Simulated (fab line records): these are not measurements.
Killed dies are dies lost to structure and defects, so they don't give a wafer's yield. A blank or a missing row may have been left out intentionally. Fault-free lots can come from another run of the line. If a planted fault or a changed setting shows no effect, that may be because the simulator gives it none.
A lot that was struck, set against a sound lot || flow nandHarc || 15 steps out of a route of 1302
Sound: wafers L961.2, L961.4, L961.5. Struck: wafer L967.4. (L967.2, L967.6 of the same lot were not struck and are left out.) The cause comes at the end.
For every step that has rows: the tool of each side, followed by ch and its chambers, followed by its first start. Under that, the readings that differ: sound wafers || struck wafers || difference of the means || sigmas: that difference in standard deviations of wafers without a fault.
alike: words and numbers the same on both sides, and readings whose means are apart by under 2 such deviations; not compared: readings that were withheld, readings missing a value for some wafer, numbers with overlapping values and no deviation given by the record, and bounds like >300 which may hide the same value.
Wherever a step has rows on one side only, a row that says differs or no value, or a row with sigmas, the two part there. When numbers do not overlap yet have no deviation, they are printed without sigmas and do not part them. Lack of a reading on every wafer of one side parts them only where that side has two or more wafers.

NHARC_A_DECK1_JOINT_ETCHBACK_07: etches the open film in HBr, target depth 105 nm, time 26.9 s.
  sound on rieSi-01 ch 0,2,3, day 15 12:10; struck on rieSi-03 ch 2, day 18 00:01
  alike: drypumpMotorCurrentA, heBacksideLeakSccm, oesProductAu, runLengthS, throttleValvePct
  not compared: rfHoursCounterH
then, 8 steps without rows for these wafers: NHARC_A_DECK1_JOINT_ETCH_25 (etches SiO2 in dHF, target depth 0.5 nm); NHARC_A_DECK1_JOINT_ETCH_19 (etches poly-Si in TMAH, target depth 3 nm); NHARC_A_DECK1_JOINT_ETCH_18 (etches SiO2 in dHF, target depth 3 nm); NHARC_A_DECK1_JOINT_WET_08 (chemistry H3PO4, time 86 s); NHARC_A_DECK1_JOINT_ETCH_09 (etches SiO2 in dHF, target depth 5 nm); NHARC_A_DECK1_JOINT_WET_10 (chemistry H3PO4, time 86 s); NHARC_A_DECK1_JOINT_ETCH_11 (etches SiO2 in dHF, target depth 35 nm); NHARC_A_DECK1_JOINT_CVD_12 (deposits poly-Si, target thk 90 nm, time 1800 s).
NHARC_A_DECK1_JOINT_CMP_13: polishes, target thk 51.023 nm.
  sound on cmp-02 ch 0,2,3, day 16 00:39; struck on cmp-03 ch 0, day 18 10:11
  alike: edgeZonePressureFrac, motorCurrentA, timeToEndpointS
NHARC_A_DECK1_JOINT_THK_MEAS_14: measures by ellipsometry.
  sound on filmMetro-02 at day 16 00:52; struck on filmMetro-02 at day 18 10:27
  alike: thkNm
after that, 1 step had no rows for these wafers: NHARC_A_DECK1_JOINT_SRD_04.
NHARC_A_DECK1_JOINT_ETCHBACK_00: etches the open film in HBr, target depth 30 nm, time 17.4 s.
  sound on rieSi-01 ch 1,2,3, day 16 01:01; struck on rieSi-01 ch 0, day 18 10:34
{"reading": "drypumpMotorCurrentA (A)", "sound": "5.4 5.1 5.2", "struck": 6.6, "difference": "+1.4", "sigmas": "+3"}
{"reading": "runLengthS (s)", "sound": "38.4 37.9 38.1", "struck": 28.0, "difference": -10.1, "sigmas": -24}
  alike: heBacksideLeakSccm, oesProductAu, throttleValvePct
  not compared: rfHoursCounterH
then, 1 step without rows for these wafers: NHARC_A_DECK1_JOINT_PRECLEAN_30 (cleans in SC1).
-- record jumps: 13 days between struck wafers' starts before vs after; left off in module A_DECK1_JOINT, resumes in module END, first step shown is number 1302 of the route --
NHARC_END_SORT_01:
  only the struck wafers appear in the record here, on prober-02 ch 0 at day 31 15:23; the sound ones have no rows

== WHERE THEY PART ==
At NHARC_A_DECK1_JOINT_ETCHBACK_00 first; at NHARC_END_SORT_01 last (within this record only).

WHY: whatever the simulator had introduced
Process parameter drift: rieSi-01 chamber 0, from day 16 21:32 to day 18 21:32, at NHARC_A_DECK1_JOINT_ETCHBACK_00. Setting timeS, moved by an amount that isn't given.
